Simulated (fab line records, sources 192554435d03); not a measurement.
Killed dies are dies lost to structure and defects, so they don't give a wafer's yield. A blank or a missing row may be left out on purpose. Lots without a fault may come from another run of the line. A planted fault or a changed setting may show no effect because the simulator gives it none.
Split-lot experiment | flow n5_finfet | 7 lots, 21 wafers read, on a route of 1938 steps

THE SPLIT
At N5_BEOL_M7_COAT_64 (time 60 s, resist thk 12 nm), the setting spin_rpm was moved away from the recipe's 1500 rpm on 6 of the 21 wafers read, by -7.1% to +9.9%. The other wafers ran this setting at the recipe's value.

The reading is taken at the split's own step.

THE READING
SiARC_of_BEOL_M7_COAT_64.thk_nm (the simulator's own value, which no gauge read), in nm, at N5_BEOL_M7_COAT_64 (time 60 s, resist thk 12 nm). The file gives no usual value for it.

wafer  | tool, chamber at the split | spin_rpm as run, rpm | against the recipe | SiARC_of_BEOL_M7_COAT_64.thk_nm, nm | against lot-mates on the recipe
L074.1 | litho_track-01, 0          | 1582                 | +5.5%              | 11.6                                | -0.4
L074.6 | litho_track-01, 0          | 1582                 | +5.5%              | 11.6                                | -0.4
L074.5 | litho_track-01, 0          | 1500                 | recipe             | 12                                  | -
L083.3 | litho_track-01, 0          | 1500                 | recipe             | 12                                  | -
L083.4 | litho_track-01, 0          | 1500                 | recipe             | 12                                  | -
L083.5 | litho_track-01, 0          | 1500                 | recipe             | 12                                  | -
L090.2 | litho_track-04, 0          | 1500                 | recipe             | 12                                  | -
L090.3 | litho_track-04, 0          | 1500                 | recipe             | 12                                  | -
L090.6 | litho_track-04, 0          | 1500                 | recipe             | 12                                  | -
L095.1 | litho_track-05, 0          | 1500                 | recipe             | 12                                  | -
L095.3 | litho_track-05, 0          | 1500                 | recipe             | 12                                  | -
L095.5 | litho_track-05, 0          | 1500                 | recipe             | 12                                  | -
L094.1 | litho_track-01, 0          | 1500                 | recipe             | 12                                  | -
L094.3 | litho_track-01, 0          | 1649                 | +9.9%              | 11.6                                | -0.4
L094.4 | litho_track-01, 0          | 1649                 | +9.9%              | 11.4                                | -0.6
L097.1 | litho_track-01, 0          | 1500                 | recipe             | 12                                  | -
L097.3 | litho_track-01, 0          | 1393                 | -7.1%              | 12.4                                | +0.4
L097.5 | litho_track-01, 0          | 1393                 | -7.1%              | 12.4                                | +0.4
L096.1 | litho_track-05, 0          | 1500                 | recipe             | 12                                  | -
L096.2 | litho_track-05, 0          | 1500                 | recipe             | 12                                  | -
L096.6 | litho_track-05, 0          | 1500                 | recipe             | 12                                  | -

THE FIT
A straight line over all 21 wafers: SiARC_of_BEOL_M7_COAT_64.thk_nm changes by -0.0556 nm for each +1% of spin_rpm; r = -0.98; the points scatter about the line by 0.048 nm.
The same after taking each lot's own level away (the mean of its wafers on the recipe; 21 wafers): -0.0556 nm for each +1%; r = -0.98; scatter 0.048 nm.
On that fit, the largest move of spin_rpm shifts the reading by 0.55 nm.
The lots' own levels span 12.00 to 12.00 nm.
So the lot-to-lot level changes the slope little: the two slopes agree.
Check: with one of the wafers moved furthest among these (+9.9%) left out of the fit, the line predicts -0.62 nm for it against its lot-mates. It came out at -0.4 nm against them.

OTHER SPLITS ON THESE WAFERS
These wafers also went through other splits before the reading. Each is held against what the fit with the lots' levels taken away leaves over:
other split on the same wafers   | wafers away from the commonest value | r with SiARC_of_BEOL_M7_COAT_64.thk_nm (lot level and that fit taken away)
N5_BEOL_M5_EXPOSE_08 dose_mj     | 8                                    | +0.09
N5_BEOL_M5_TRENCH_ETCH_37 bias_w | 6                                    | +0.22

THE FILE'S OWN FIT
SiARC_of_BEOL_M7_COAT_64.thk_nm changes by -0.0558 nm for each +1% of spin_rpm, r = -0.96.
